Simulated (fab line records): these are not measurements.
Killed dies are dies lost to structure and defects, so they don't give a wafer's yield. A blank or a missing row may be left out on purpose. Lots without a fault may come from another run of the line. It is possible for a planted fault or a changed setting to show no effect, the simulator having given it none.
Which tool was responsible? + flow nand_harc + Sampling: 13 lots, 39 wafers, 5 of 1159 route steps

WHAT EACH GAUGE READ, for each wafer
NHARC_P_GATE_CD_MEAS_59: the cd target is 720 nm. Usual: cd_nm reads 719.7 nm (standard deviation 1.5).
| lot  | measured     | on        | cd_nm (nm)        | flag |
|------|--------------|-----------|-------------------|------|
| L369 | day 5 09:35  | cd_sem-03 | 718.5 717.0 720.8 |      |
| L368 | day 5 10:05  | cd_sem-01 | 718.0 720.5 720.8 |      |
| L371 | day 5 23:50  | cd_sem-01 | 721.8 718.8 721.1 |      |
| L370 | day 6 00:44  | cd_sem-02 | 718.1 716.8 718.7 |      |
| L372 | day 6 04:23  | cd_sem-01 | 719.7 720.6 718.1 |      |
| L378 | day 7 18:31  | cd_sem-03 | 718.4 720.1 717.9 |      |
| L377 | day 7 19:02  | cd_sem-03 | 719.4 719.5 720.6 |      |
| L381 | day 8 10:59  | cd_sem-03 | 718.0 717.2 717.7 |      |
| L382 | day 8 11:56  | cd_sem-02 | 718.7 718.8 719.0 |      |
| L385 | day 9 13:20  | cd_sem-01 | 717.9 719.0 718.1 |      |
| L388 | day 10 06:34 | cd_sem-03 | 717.0 719.1 718.6 |      |
| L390 | day 10 21:25 | cd_sem-01 | 720.5 718.1 718.4 |      |
| L391 | day 11 01:29 | cd_sem-03 | 720.5 722.3 721.3 |      |

NHARC_END_SORT_01. Usual: killed_at_array 25, standard deviation 9.8; killed_at_other 0.8, standard deviation 1.1; killed_at_periphery 3.3, standard deviation 2.1; killed_dies 29, standard deviation 10; killed_open 3.3, standard deviation 1.8; killed_short 1.9, standard deviation 1.4.
| lot  | measured     | on        | killed_at_array | killed_at_other | killed_at_periphery | killed_dies | killed_open | killed_short | flag |
|------|--------------|-----------|-----------------|-----------------|---------------------|-------------|-------------|--------------|------|
| L377 | day 22 06:39 | prober-02 | 40 24 35        | 4 3 1           | 3 3 1               | 47 30 37    | 4 1 0       | 1 3 2        |      |

TOOL THAT RAN EACH LOT (tool first, then ch and the chambers of the sampled wafers, then the start)
| lot  | NHARC_P_GATE_DESCUM_61             | NHARC_P_GATE_RTA_64              | NHARC_P_CONTACT_DEP_30          |
|------|------------------------------------|----------------------------------|---------------------------------|
| L369 | rie_diel-03 ch 1,2,3, day 5 09:45  | rtp_anneal-02 ch 0, day 5 13:35  | pecvd-01 ch 0,1, day 5 15:05    |
| L368 | rie_diel-11 ch 0,1,3, day 5 10:16  | rtp_anneal-02 ch 0, day 5 13:55  | pecvd-02 ch 0,1,2, day 5 15:49  |
| L371 | rie_diel-03 ch 0,2,3, day 6 00:01  | rtp_anneal-01 ch 0, day 6 03:23  | pecvd-04 ch 1,2, day 6 04:43    |
| L370 | rie_diel-03 ch 0,3, day 6 00:59    | rtp_anneal-02 ch 0, day 6 04:13  | pecvd-01 ch 2, day 6 05:35      |
| L372 | rie_diel-03 ch 0,2,3, day 6 04:36  | rtp_anneal-01 ch 0, day 6 07:49  | pecvd-01 ch 0,2, day 6 09:12    |
| L378 | rie_diel-04 ch 1,2,3, day 7 18:40  | rtp_anneal-01 ch 0, day 7 22:05  | pecvd-01 ch 1,2, day 7 23:32    |
| L377 | rie_diel-03 ch 0,1, day 7 19:13    | rtp_anneal-01 ch 0, day 8 03:27  | pecvd-02 ch 1,2, day 8 04:49    |
| L381 | rie_diel-03 ch 2,3, day 8 11:09    | rtp_anneal-02 ch 0, day 8 14:40  | pecvd-01 ch 0,1,2, day 8 16:22  |
| L382 | rie_diel-04 ch 1,2, day 8 12:06    | rtp_anneal-02 ch 0, day 8 15:43  | pecvd-01 ch 0,1,2, day 8 17:05  |
| L385 | rie_diel-03 ch 0,1,3, day 9 13:30  | rtp_anneal-02 ch 0, day 9 16:46  | pecvd-02 ch 0,1, day 9 18:08    |
| L388 | rie_diel-04 ch 0,1,2, day 10 06:46 | rtp_anneal-01 ch 0, day 10 10:09 | pecvd-02 ch 0,1,2, day 10 11:30 |
| L390 | rie_diel-11 ch 1,2,3, day 10 21:36 | rtp_anneal-02 ch 0, day 11 01:20 | pecvd-02 ch 1,2, day 11 02:55   |
| L391 | rie_diel-04 ch 2,3, day 11 01:39   | rtp_anneal-02 ch 0, day 11 04:53 | pecvd-04 ch 0,1, day 11 06:59   |
- NHARC_P_GATE_DESCUM_61: chemistry O2, time 3 s.
- NHARC_P_GATE_RTA_64: time 1 s.
- NHARC_P_CONTACT_DEP_30: deposits SiNx, target thk 30 nm.

WHAT THE TOOLS THEMSELVES READ (means of the sampled wafers that have a number; where no wafer has one, the mark that the record gives instead)
NHARC_P_GATE_DESCUM_61. Usual: drypump_motor_current_A 5.7 A, standard deviation 0.39; oes_product_au 0.999 a.u., standard deviation 0.0077; rf_vpp_V 57.9 V, standard deviation 0.95; showerhead_plenum_p_Torr 1.95 Torr, standard deviation 0.074; throttle_valve_pct 11.312 %, standard deviation 0.0083.
| lot  | tool        | drypump_motor_current_A (A) | oes_product_au (a.u.) | rf_vpp_V (V) | showerhead_plenum_p_Torr (Torr) | throttle_valve_pct (%) | flag |
|------|-------------|-----------------------------|-----------------------|--------------|---------------------------------|------------------------|------|
| L369 | rie_diel-03 | 5.8                         | 0.997                 | 58.6         | 2.01                            | 11.321                 |      |
| L368 | rie_diel-11 | 5.6                         | 1.001                 | 59.1         | 1.96                            | 11.311                 |      |
| L371 | rie_diel-03 | 5.7                         | 0.995                 | 57.7         | 1.93                            | 11.310                 |      |
| L370 | rie_diel-03 | 6.0                         | 0.999                 | 57.2         | 1.93                            | 11.313                 |      |
| L372 | rie_diel-03 | 5.7                         | 0.997                 | 57.8         | 1.93                            | 11.324                 |      |
| L378 | rie_diel-04 | 5.6                         | 1.000                 | 57.2         | 1.91                            | 11.314                 |      |
| L377 | rie_diel-03 | 5.5                         | 0.995                 | 58.1         | 1.89                            | 11.306                 |      |
| L381 | rie_diel-03 | 6.1                         | 0.997                 | 59.4         | 1.99                            | 11.307                 |      |
| L382 | rie_diel-04 | 5.4                         | 0.998                 | 57.7         | 1.88                            | 11.308                 |      |
| L385 | rie_diel-03 | 5.8                         | 0.995                 | 57.2         | 1.95                            | 11.314                 |      |
| L388 | rie_diel-04 | 5.6                         | 1.007                 | 57.9         | 1.91                            | 11.311                 |      |
| L390 | rie_diel-11 | 5.8                         | 1.004                 | 57.3         | 1.99                            | 11.313                 |      |
| L391 | rie_diel-04 | 5.8                         | 0.996                 | 57.8         | 1.89                            | 11.306                 |      |

NHARC_P_GATE_RTA_64. Usual: lamp_power_pct 38.6 %, standard deviation 0.45; wafer_temp_C_max 1057.2, standard deviation 1.9.
| lot  | tool          | lamp_power_pct (%) | wafer_temp_C_max | flag |
|------|---------------|--------------------|------------------|------|
| L369 | rtp_anneal-02 | 38.9               | 1059.0           |      |
| L368 | rtp_anneal-02 | 38.9               | 1058.5           |      |
| L371 | rtp_anneal-01 | 37.8               | 1056.5           |      |
| L370 | rtp_anneal-02 | 38.9               | 1057.6           |      |
| L372 | rtp_anneal-01 | 37.9               | 1054.6           |      |
| L378 | rtp_anneal-01 | 37.9               | 1055.2           |      |
| L377 | rtp_anneal-01 | 37.9               | 1054.0           |      |
| L381 | rtp_anneal-02 | 38.9               | 1058.3           |      |
| L382 | rtp_anneal-02 | 38.9               | 1058.7           |      |
| L385 | rtp_anneal-02 | 38.9               | 1057.1           |      |
| L388 | rtp_anneal-01 | 37.9               | 1054.9           |      |
| L390 | rtp_anneal-02 | 38.9               | 1056.7           |      |
| L391 | rtp_anneal-02 | 38.9               | 1058.6           |      |

NHARC_P_CONTACT_DEP_30. Usual: heater_power_w 764 W, standard deviation 140; rf_fwd_power_W 448.8 W, standard deviation 1.5.
| lot  | tool     | heater_power_w (W) | rf_fwd_power_W (W) | flag |
|------|----------|--------------------|--------------------|------|
| L369 | pecvd-01 | 754                | 450.0              |      |
| L368 | pecvd-02 | 748                | 446.9              |      |
| L371 | pecvd-04 | 783                | 448.4              |      |
| L370 | pecvd-01 | 732                | 448.9              |      |
| L372 | pecvd-01 | 683                | 447.6              |      |
| L378 | pecvd-01 | 958                | 400.6              | OFF  |
| L377 | pecvd-02 | 748                | 449.4              |      |
| L381 | pecvd-01 | 782                | 424.9              | OFF  |
| L382 | pecvd-01 | 768                | 424.2              | OFF  |
| L385 | pecvd-02 | 656                | 448.9              |      |
| L388 | pecvd-02 | 754                | 448.8              |      |
| L390 | pecvd-02 | 750                | 448.6              |      |
| L391 | pecvd-04 | 781                | 448.6              |      |

THE ANSWER, worked out from the rows above alone
Rule: a lot counts as off when the mean over its wafers that have a number is more than 3 standard deviations away from the usual mean. Also off: a lot with no number at a reading for which 4 or more lots have one. Any other lot the step has rows for is counted as sound. First the gauges in route order, then the tools' own readings, where a lot's mean is used as printed above. At the first step where some lot is off, the reading lying furthest off is the one used; lots without a number count as furthest.
Off: L378, L381, L382, at NHARC_P_CONTACT_DEP_30 (rf_fwd_power_W).
If a tool, at that step or one of the process steps before it, ran each lot that is off and ran no sound lot following the first of them, it fits. One fits: pecvd-01 at NHARC_P_CONTACT_DEP_30. Its last sound lot is L372 (day 6 09:12), its first lot that is off L378 (day 7 23:32): a fault that began between those two fits.
The tool's own readings at NHARC_P_CONTACT_DEP_30 bear it out: on the lots that are off they differ by more than 5 times the standard deviation of the sound lots' means. rf_fwd_power_W reads 416.6 W there against 448.6 W on the sound lots.

WHAT THE SIMULATOR PUT IN
pecvd-01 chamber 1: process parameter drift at NHARC_P_CONTACT_DEP_30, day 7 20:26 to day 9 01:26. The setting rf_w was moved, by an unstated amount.
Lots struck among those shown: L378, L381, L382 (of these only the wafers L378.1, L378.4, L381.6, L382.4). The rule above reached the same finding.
